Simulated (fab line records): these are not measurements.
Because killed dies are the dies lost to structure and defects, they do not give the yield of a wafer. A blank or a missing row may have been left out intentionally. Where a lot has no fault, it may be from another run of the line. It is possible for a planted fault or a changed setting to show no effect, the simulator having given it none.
A lot that was struck, set against a sound lot + flow n5 finfet + 20 out of 1938 route steps
Sound: the wafers L182.1, L182.3, L182.6. Struck: wafers L183.1, L183.3, L183.4. The cause is named last.
At each step with rows: each side's tool, then ch and its chambers, then its first start. Under that, the readings that differ: sound wafers + struck wafers + difference of the means + sigmas: that difference in standard deviations of wafers without a fault.
alike: words and numbers the same on both sides, and readings whose means are apart by under 2 such deviations; not compared: readings that were withheld, readings missing a value for some wafer, numbers with overlapping values and no deviation given by the record, and bounds like >300 which may hide the same value.
Wherever a step has rows on one side only, a row that says differs or no value, or a row with sigmas, the two part there. When numbers do not overlap yet have no deviation, they are printed without sigmas and do not part them. Lack of a reading on every wafer of one side parts them only where that side has two or more wafers.

first, 8 steps without rows for these wafers: N5_BEOL_M12_SPUTTER_45 (material Cu, target thk 80 nm, time 13.33 s); N5_BEOL_M12_ECD_47 (material Cu, target thk 720 nm); N5_BEOL_M12_ANNEAL_48 (time 90 s); N5_BEOL_M12_CMP_49 (polishes, stops on SiOC, t overpolish 20.6 s, target thk 320 nm); N5_BEOL_M12_PRE_CLEAN_52 (time 15 s); N5_BEOL_M12_DEP_53 (deposits SiCN from 3MS/NH3, target thk 30 nm, time 10.5 s); N5_BEOL_M13_ILD_DEP_00 (deposits SiOC from DEMS/O2, target thk 837.92 nm, time 166.4 s); N5_BEOL_M13_COAT_58 (time 60 s, resist thk 89 nm).
N5_BEOL_M13_COAT_04: resist thk 400 nm.
  sound on litho track-02 ch 0, day 15 05:19; struck on litho track-03 ch 0, day 15 05:25
| reading                                    | sound                | struck               | difference | sigmas      |
|--------------------------------------------|----------------------|----------------------|------------|-------------|
| spin speed rpm (rpm)                       | 1626.5 1623.9 1625.8 | 1334.5 1338.2 1340.0 | -287.8     | -99 or more |
| model.coat_of_BEOL_M13_COAT_04.thk nm (nm) | 398.8 398.4 398.6    | 440.8 440.4 440.6    | +42.0      |             |
then, 8 steps without rows for these wafers: N5_BEOL_M13_EBR_06; N5_BEOL_M13_SOFTBAKE_05 (time 60 s); N5_BEOL_M13_EXPOSE_07 (exposes mask V12); N5_BEOL_M13_PEB_08 (peb time 90 s); N5_BEOL_M13_DEVELOP_09 (develop time 45 s); N5_BEOL_M13_HARDBAKE_14 (time 120 s); N5_BEOL_M13_DESCUM_15 (chemistry O2, time 7.9 s); N5_BEOL_M13_ETCH_59 (etches BARC in N2/H2, target depth 89 nm, overetch 26.7 nm, time 67.9 s).
N5_BEOL_M13_VIA_ETCH_16: etches SiOC in C4F8/O2/Ar, target depth 921.7 nm.
  sound on rie diel-01 ch 1,2, day 15 05:46; struck on rie diel-03 ch 0,1,3, day 15 05:59
| reading                                    | sound        | struck            | difference | sigmas |
|--------------------------------------------|--------------|-------------------|------------|--------|
| model.coat_of_BEOL_M13_COAT_04.thk nm (nm) | 69.8 75.4 69 | 111.6 109.6 108.2 | +38.4      |        |
  alike: drypump motor current A, oes product au, rf vpp V, showerhead plenum p Torr, throttle valve pct
N5_BEOL_M13_STRIP_63: strips in N2/H2.
  sound on plasma asher-01 ch 0, day 15 06:00; struck on plasma asher-02 ch 0,1, day 15 06:13
| reading                      | sound             | struck            | difference | sigmas |
|------------------------------|-------------------|-------------------|------------|--------|
| oes product au (a.u.)        | 0.676 0.675 0.675 | 0.691 0.684 0.683 | +0.011     | +2     |
| strip time to endpoint s (s) | 27.6 29.3 27.4    | 39.4 38.8 38.4    | +10.8      | +9     |
  alike: drypump motor current A, heater power w
  not compared: rf hours counter h
then, 1 step without rows for these wafers: N5_BEOL_M13_STRIP_64 (strips in N2/H2).

WHERE THEY PART
Earliest at N5_BEOL_M13_COAT_04; latest, in this record, at N5_BEOL_M13_STRIP_63.

WHY: the cause the simulator had injected
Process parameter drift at N5_BEOL_M13_COAT_04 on litho track-03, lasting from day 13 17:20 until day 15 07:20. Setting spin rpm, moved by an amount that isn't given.
